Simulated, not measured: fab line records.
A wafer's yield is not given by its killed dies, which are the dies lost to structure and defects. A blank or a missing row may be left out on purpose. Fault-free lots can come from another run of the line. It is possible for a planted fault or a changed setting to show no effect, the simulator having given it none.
Which tool was responsible? | flow n5 finfet | 10 lots, 25 wafers sampled, at 5 steps of a route of 1938

== WHAT EACH GAUGE READ, for each wafer ==
N5_BEOL_M0_SAQP_INSPECT_16: inspects for defects (brightfield). Usual: raw defect count 499, standard deviation 130.
lot  | measured     | on                | raw defect count | flag
L379 | day 5 17:17  | defect inspect-02 | 265 478 242      |
L380 | day 5 20:05  | defect inspect-01 | 530 775 681      |
L385 | day 7 05:30  | defect inspect-02 | 512 380 442      |
L386 | day 7 13:56  | defect inspect-01 | 620 671          |
L387 | day 7 18:19  | defect inspect-02 | 463 436 344      |
L395 | day 9 17:16  | defect inspect-02 | 812 562          |
L396 | day 9 22:55  | defect inspect-02 | 468 459          |
L399 | day 10 20:47 | defect inspect-02 | 556 635          |
L400 | day 11 23:40 | defect inspect-02 | 598 253          |
L401 | day 12 00:21 | defect inspect-02 | 431 333 501      |

N5_BEOL_M4_RC_MEAS_101. Usual: DIBL_N 36.2 mV/V, standard deviation 2.2; DIBL_P 36.5 mV/V, standard deviation 3; IOFF_N 0.16 nA/um, standard deviation 0.039; IOFF_P 0.22 nA/um, standard deviation 0.047; ION_N 675 uA/um, standard deviation 15; ION_P 463 uA/um, standard deviation 10; SS_N 71.6 mV/dec, standard deviation 0.71; SS_P 73.4 mV/dec, standard deviation 0.94; VT_N 250 mV, standard deviation 3.6; VT_P -250 mV, standard deviation 3.9.
lot  | measured     | on        | DIBL_N (mV/V)  | DIBL_P (mV/V)  | IOFF_N (nA/um) | IOFF_P (nA/um) | ION_N (uA/um) | ION_P (uA/um) | SS_N (mV/dec)  | SS_P (mV/dec)  | VT_N (mV)   | VT_P (mV)      | flag
L379 | day 7 23:32  | prober-01 | 36.4 34.3 34.3 | 33.6 31.7 31.1 | 0.14 0.12 0.12 | 0.17 0.16 0.14 | 661 666 654   | 450 458 450   | 71.7 71.3 71.8 | 72.8 72.0 72.2 | 251 249 251 | -255 -254 -253 |
L380 | day 8 01:12  | prober-02 | 35.0 34.3 33.8 | 34.9 32.9 33.2 | 0.13 0.11 0.13 | 0.22 0.16 0.18 | 644 654 670   | 451 455 464   | 71.5 70.7 70.5 | 73.5 72.8 73.0 | 255 255 250 | -250 -253 -250 |
L385 | day 9 22:13  | prober-01 | 39.0 34.1 38.5 | 40.5 33.8 40.0 | 0.18 0.11 0.18 | 0.25 0.16 0.24 | 696 676 694   | 479 470 477   | 71.5 70.5 71.4 | 73.8 71.8 74.2 | 250 253 250 | -249 -254 -247 |
L386 | day 10 02:25 | prober-02 | 29.9 35.6      | 28.0 35.0      | 0.08 0.17      | 0.10 0.17      | 634 681       | 431 455       | 70.5 71.5      | 71.9 72.6      | 259 247     | -261 -256      |
L387 | day 10 07:01 | prober-02 | 40.5 36.6 38.3 | 43.2 39.1 40.2 | 0.26 0.15 0.21 | 0.26 0.20 0.20 | 697 676 686   | 459 455 452   | 72.7 71.8 71.9 | 74.4 74.3 73.9 | 244 252 246 | -251 -254 -253 |
L395 | day 12 16:28 | prober-02 | 36.8 38.3      | 36.2 38.6      | 0.18 0.21      | 0.21 0.24      | 690 686       | 460 462       | 72.1 71.9      | 73.8 74.4      | 246 244     | -250 -248      |
L396 | day 12 21:07 | prober-02 | 35.0 40.5      | 32.9 40.7      | 0.14 0.26      | 0.19 0.32      | 659 702       | 457 479       | 71.0 73.5      | 71.6 74.1      | 251 244     | -249 -242      |
L399 | day 13 01:31 | prober-01 | 37.0 37.9      | 38.9 40.3      | 0.16 0.17      | 0.22 0.23      | 673 672       | 455 460       | 71.2 72.0      | 73.2 73.9      | 251 251     | -252 -250      |
L400 | day 14 05:14 | prober-02 | 42.3 34.6      | 42.9 33.3      | 0.26 0.12      | 0.34 0.16      | 684 661       | 467 457       | 72.5 70.7      | 76.7 73.3      | 247 254     | -246 -255      |
L401 | day 14 09:05 | prober-01 | 34.2 36.0 32.6 | 36.4 37.1 33.2 | 0.15 0.18 0.12 | 0.21 0.22 0.17 | 678 682 665   | 460 462 457   | 71.5 71.9 71.3 | 74.1 73.2 72.6 | 248 246 251 | -249 -250 -254 |

== EACH LOT AND THE TOOL THAT RAN IT (in order: tool; ch and the chambers of the sampled wafers; start) ==
lot  | N5_BEOL_M0_SAQP_HM_OPEN_112        | N5_BEOL_M0_SAQP_ETCH_102         | N5_BEOL_M0_SAQP_COAT_105
L379 | rie diel-03 ch 0,1, day 5 17:49    | rie si-05 ch 0,3, day 5 19:28    | litho track-05 ch 0, day 5 20:04
L380 | rie diel-03 ch 0,1,2, day 5 20:19  | rie si-06 ch 0,1,2, day 5 22:07  | litho track-01 ch 0, day 5 22:37
L385 | rie diel-06 ch 0,1,2, day 7 05:46  | rie si-05 ch 0,1,3, day 7 07:24  | litho track-05 ch 0, day 7 07:53
L386 | rie diel-06 ch 0,1, day 7 14:09    | rie si-03 ch 0,3, day 7 15:52    | litho track-03 ch 0, day 7 16:22
L387 | rie diel-03 ch 0,2, day 7 18:32    | rie si-03 ch 0,1,2, day 7 20:04  | litho track-05 ch 0, day 7 20:34
L395 | rie diel-06 ch 3, day 9 17:29      | rie si-03 ch 3, day 9 18:59      | litho track-03 ch 0, day 9 19:30
L396 | rie diel-03 ch 3, day 9 23:08      | rie si-05 ch 3, day 10 00:40     | litho track-01 ch 0, day 10 01:17
L399 | rie diel-03 ch 0,3, day 10 21:01   | rie si-05 ch 2,3, day 10 23:02   | litho track-03 ch 0, day 10 23:33
L400 | rie diel-03 ch 0,1, day 12 00:03   | rie si-03 ch 1,3, day 12 01:35   | litho track-01 ch 0, day 12 02:05
L401 | rie diel-05 ch 0,1,2, day 12 00:34 | rie si-05 ch 0,2,3, day 12 02:05 | litho track-05 ch 0, day 12 02:35
- N5_BEOL_M0_SAQP_HM_OPEN_112: chemistry CHF3/O2, target SiO2, stops on a-Si, target depth 12 nm, time 13.5 s.
- N5_BEOL_M0_SAQP_ETCH_102: etches SiO2 in CF4, target depth 4 nm, time 4.4 s.
- N5_BEOL_M0_SAQP_COAT_105: time 60 s, resist thk 100 nm.

== AS READ BY THE TOOLS THEMSELVES (means over the sampled wafers that have a number; for cases with no such wafer, the mark the record gives instead) ==
N5_BEOL_M0_SAQP_HM_OPEN_112. Usual: drypump motor current A 5.9 A, standard deviation 0.43; oes product au 0.470 a.u., standard deviation 0.026; rf fwd power W 644.0 W, standard deviation 2.7; rf vpp V 525 V, standard deviation 18; showerhead plenum p Torr 2.45 Torr, standard deviation 0.072; throttle valve pct 18.96 %, standard deviation 0.19.
lot  | tool        | drypump motor current A (A) | oes product au (a.u.) | rf fwd power W (W) | rf vpp V (V) | showerhead plenum p Torr (Torr) | throttle valve pct (%) | flag
L379 | rie diel-03 | 6.3                         | 0.458                 | 645.3              | 530          | 2.50                            | 19.01                  |
L380 | rie diel-03 | 6.0                         | 0.481                 | 646.6              | 526          | 2.48                            | 19.00                  |
L385 | rie diel-06 | 6.0                         | 0.475                 | 642.2              | 533          | 2.44                            | 18.75                  |
L386 | rie diel-06 | 5.7                         | 0.460                 | 642.6              | 528          | 2.49                            | 18.68                  |
L387 | rie diel-03 | 5.8                         | 0.479                 | 644.3              | 540          | 2.49                            | 18.97                  |
L395 | rie diel-06 | 5.2                         | 0.483                 | 644.4              | 518          | 2.29                            | 18.88                  |
L396 | rie diel-03 | 5.8                         | 0.436                 | 650.3              | 509          | 2.48                            | 19.27                  |
L399 | rie diel-03 | 5.9                         | 0.446                 | 644.4              | 533          | 2.49                            | 19.12                  |
L400 | rie diel-03 | 6.2                         | 0.446                 | 647.3              | 537          | 2.49                            | 19.04                  |
L401 | rie diel-05 | 5.6                         | 0.460                 | 644.7              | 527          | 2.50                            | 18.84                  |

N5_BEOL_M0_SAQP_ETCH_102. Usual: drypump motor current A 5.7 A, standard deviation 0.53; oes product au 1.00 a.u., standard deviation 0.035; rf fwd power W 789 W, standard deviation 4.9; throttle valve pct 21.91 %, standard deviation 0.26.
lot  | tool      | drypump motor current A (A) | oes product au (a.u.) | rf fwd power W (W) | throttle valve pct (%) | flag
L379 | rie si-05 | 6.0                         | 1.00                  | 786                | 21.69                  |
L380 | rie si-06 | 5.4                         | 1.01                  | 789                | 21.91                  |
L385 | rie si-05 | 5.8                         | 1.02                  | 789                | 21.82                  |
L386 | rie si-03 | 6.2                         | 1.02                  | 793                | 22.00                  |
L387 | rie si-03 | 5.5                         | 0.99                  | 784                | 21.95                  |
L395 | rie si-03 | 6.7                         | 0.97                  | 794                | 21.88                  |
L396 | rie si-05 | 6.3                         | 0.98                  | 786                | 21.68                  |
L399 | rie si-05 | 5.7                         | 0.99                  | 790                | 21.87                  |
L400 | rie si-03 | 6.2                         | 0.97                  | 787                | 22.09                  |
L401 | rie si-05 | 5.6                         | 0.99                  | 786                | 21.82                  |

N5_BEOL_M0_SAQP_COAT_105. Usual: dispense pressure kPa 48 kPa, standard deviation 4.2; exhaust pa 45.2 Pa, standard deviation 0.84; spin speed rpm 1500.2 rpm, standard deviation 1.2.
lot  | tool           | dispense pressure kPa (kPa) | exhaust pa (Pa) | spin speed rpm (rpm) | flag
L379 | litho track-05 | 43                          | 45.4            | 1499.4               |
L380 | litho track-01 | 48                          | 44.8            | 1501.8               |
L385 | litho track-05 | 43                          | 45.4            | 1603.4               | OFF
L386 | litho track-03 | 53                          | 45.1            | 1500.0               |
L387 | litho track-05 | 43                          | 45.4            | 1601.9               | OFF
L395 | litho track-03 | 53                          | 45.3            | 1499.6               |
L396 | litho track-01 | 48                          | 44.9            | 1500.7               |
L399 | litho track-03 | 53                          | 45.0            | 1500.3               |
L400 | litho track-01 | 48                          | 45.7            | 1500.5               |
L401 | litho track-05 | 43                          | 46.3            | 1500.6               |

== THE ANSWER, worked out from the rows above alone ==
Rule: take the mean of a lot's wafers that have a number; if it is more than 3 standard deviations from the usual mean, the lot is off. Also off: a lot with no number at a reading for which 4 or more lots have one. Where the step has rows for the other lots, those lots are counted as sound. First the gauges in route order, then the tools' own readings, where a lot's mean is used as printed above. The first step at which some lot is off is used, and at that step the reading that is off furthest; a lot without a number counts as furthest.
Off at N5_BEOL_M0_SAQP_COAT_105 (spin speed rpm): L385, L387.
A tool fits if, at that step or a process step before it, it ran every lot that is off, and no sound lot after the first of them. Of those tried, none fits.

== WHAT THE SIMULATOR PUT IN ==
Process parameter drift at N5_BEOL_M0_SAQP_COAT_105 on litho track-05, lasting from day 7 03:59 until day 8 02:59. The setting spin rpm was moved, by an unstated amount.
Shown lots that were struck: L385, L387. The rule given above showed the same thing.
